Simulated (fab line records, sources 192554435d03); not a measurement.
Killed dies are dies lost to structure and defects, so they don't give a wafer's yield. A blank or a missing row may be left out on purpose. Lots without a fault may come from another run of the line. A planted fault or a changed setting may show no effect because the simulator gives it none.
Tool commonality check | flow n5_finfet | 10 lots, 28 wafers sampled

WHY IT WAS OPENED
At N5_BEOL_M4_INSPECT_30 the reading raw_defect_count is flagged on 2 of 10 lots. Wafers without a fault read 426, standard deviation 95.
Rule: a lot is flagged when every wafer of it that has a number lies more than 4 standard deviations from that mean, or none has a number. The other lots count as sound.

lot  | measured     | on                | raw_defect_count, wafer by wafer | flag
L718 | day 7 11:11  | defect_inspect-01 | 421 369 411                      |
L721 | day 8 04:32  | defect_inspect-01 | 509 575 635                      |
L720 | day 8 04:53  | defect_inspect-02 | 338 442 517                      |
L723 | day 9 02:58  | defect_inspect-01 | 410 427 471                      |
L724 | day 9 16:52  | defect_inspect-02 | 282 345                          |
L727 | day 10 07:39 | defect_inspect-01 | 350 400 464                      |
L731 | day 10 21:45 | defect_inspect-02 | 554 461                          |
L737 | day 12 11:53 | defect_inspect-02 | 1395 1424 1389                   | FLAGGED
L738 | day 12 17:22 | defect_inspect-01 | 1402 1460 1425                   | FLAGGED
L740 | day 13 08:19 | defect_inspect-01 | 251 512 313                      |
The numbers of the flagged lots are 1416 on average: +990 against the usual, or +10 standard deviations.

WHICH TOOL RAN EACH LOT
The record holds 4 process steps before the reading, out of a route of 1938 steps. In each cell: the tool, then ch and the chambers that the sampled wafers went through, then the start.
lot  | flag    | N5_BEOL_M3_SPUTTER_96        | N5_BEOL_M3_ANNEAL_51             | N5_BEOL_M3_PRE_CLEAN_60          | N5_BEOL_M4_STRIP_66
L718 |         | pvd_sputter-02, day 7 08:28  | rtp_anneal-01 ch 0, day 7 08:43  | cvd_co-02 ch 0,1, day 7 09:17    | rie_diel-03 ch 0,1,3, day 7 10:34
L721 |         | pvd_sputter-01, day 8 00:55  | rtp_anneal-02 ch 0, day 8 01:10  | cvd_co-02 ch 0,2, day 8 01:44    | rie_diel-04 ch 0,1,2, day 8 03:46
L720 |         | pvd_sputter-03, day 8 01:09  | rtp_anneal-01 ch 0, day 8 01:23  | cvd_co-01 ch 0,1, day 8 01:58    | rie_diel-03 ch 1,3, day 8 04:06
L723 |         | pvd_sputter-02, day 8 22:56  | rtp_anneal-01 ch 0, day 8 23:11  | cvd_co-02 ch 0,1,2, day 8 23:46  | rie_diel-04 ch 1,2, day 9 02:11
L724 |         | pvd_sputter-02, day 9 12:41  | rtp_anneal-02 ch 0, day 9 13:07  | cvd_co-01 ch 0,1, day 9 13:35    | rie_diel-03 ch 0,3, day 9 16:14
L727 |         | pvd_sputter-01, day 10 03:03 | rtp_anneal-02 ch 0, day 10 03:15 | cvd_co-01 ch 1,2, day 10 03:53   | rie_diel-03 ch 1,2,3, day 10 06:56
L731 |         | pvd_sputter-01, day 10 17:46 | rtp_anneal-01 ch 0, day 10 17:58 | cvd_co-01 ch 1,2, day 10 18:36   | rie_diel-03 ch 1,2, day 10 20:53
L737 | FLAGGED | pvd_sputter-01, day 12 08:49 | rtp_anneal-02 ch 0, day 12 09:01 | cvd_co-02 ch 1,2, day 12 09:38   | rie_diel-04 ch 0,2,3, day 12 11:08
L738 | FLAGGED | pvd_sputter-02, day 12 13:26 | rtp_anneal-02 ch 0, day 12 13:43 | cvd_co-02 ch 0,1,2, day 12 14:16 | rie_diel-04 ch 2,3, day 12 16:42
L740 |         | pvd_sputter-01, day 13 03:31 | rtp_anneal-01 ch 0, day 13 03:43 | cvd_co-01 ch 1,2, day 13 04:20   | rie_diel-02 ch 0,2, day 13 07:26
What these steps do:
- N5_BEOL_M3_SPUTTER_96: material Cu, target thk 4.5 nm, time 8.29 s.
- N5_BEOL_M3_ANNEAL_51: time 90 s.
- N5_BEOL_M3_PRE_CLEAN_60: time 15 s.
- N5_BEOL_M4_STRIP_66: strips in CF4.
- N5_BEOL_M4_INSPECT_30: inspects for defects (brightfield).

FLAGGED OVER TOTAL, TOOL BY TOOL (the gauges that took the reading come last)
step                    | tool              | lots run | flagged | share of the flagged lots | sound lots run after its first flagged lot
N5_BEOL_M3_SPUTTER_96   | pvd_sputter-01    | 5        | 1       | some                      | 1 (L740)
N5_BEOL_M3_SPUTTER_96   | pvd_sputter-02    | 4        | 1       | some                      | 0
N5_BEOL_M3_SPUTTER_96   | pvd_sputter-03    | 1        | 0       | none                      | -
N5_BEOL_M3_ANNEAL_51    | rtp_anneal-01     | 5        | 0       | none                      | -
N5_BEOL_M3_ANNEAL_51    | rtp_anneal-02     | 5        | 2       | all                       | 0
N5_BEOL_M3_PRE_CLEAN_60 | cvd_co-01         | 5        | 0       | none                      | -
N5_BEOL_M3_PRE_CLEAN_60 | cvd_co-02         | 5        | 2       | all                       | 0
N5_BEOL_M4_STRIP_66     | rie_diel-02       | 1        | 0       | none                      | -
N5_BEOL_M4_STRIP_66     | rie_diel-03       | 5        | 0       | none                      | -
N5_BEOL_M4_STRIP_66     | rie_diel-04       | 4        | 2       | all                       | 0
N5_BEOL_M4_INSPECT_30   | defect_inspect-01 | 6        | 1       | some                      | 1 (L740)
N5_BEOL_M4_INSPECT_30   | defect_inspect-02 | 4        | 1       | some                      | 0

WHAT THE TABLE ALLOWS
3 rows of the table ran every flagged lot: rtp_anneal-02 at N5_BEOL_M3_ANNEAL_51, cvd_co-02 at N5_BEOL_M3_PRE_CLEAN_60, rie_diel-04 at N5_BEOL_M4_STRIP_66.
- rtp_anneal-02 at N5_BEOL_M3_ANNEAL_51: 2 of its 5 lots flagged. Its last sound lot is L727 (day 10 03:15), its first flagged lot L737 (day 12 09:01): a fault that began between those two fits.
- cvd_co-02 at N5_BEOL_M3_PRE_CLEAN_60: 2 of its 5 lots flagged. Its last sound lot is L723 (day 8 23:46), its first flagged lot L737 (day 12 09:38): a fault that began between those two fits.
- rie_diel-04 at N5_BEOL_M4_STRIP_66: 2 of its 4 lots flagged. Its last sound lot is L723 (day 9 02:11), its first flagged lot L737 (day 12 11:08): a fault that began between those two fits.
Counting lots can't tell these 3 tools apart, because each fits a fault that began at some hour. More lots, or a look at what each step does to the wafer, might.

WHAT THE SIMULATOR HAD PUT IN
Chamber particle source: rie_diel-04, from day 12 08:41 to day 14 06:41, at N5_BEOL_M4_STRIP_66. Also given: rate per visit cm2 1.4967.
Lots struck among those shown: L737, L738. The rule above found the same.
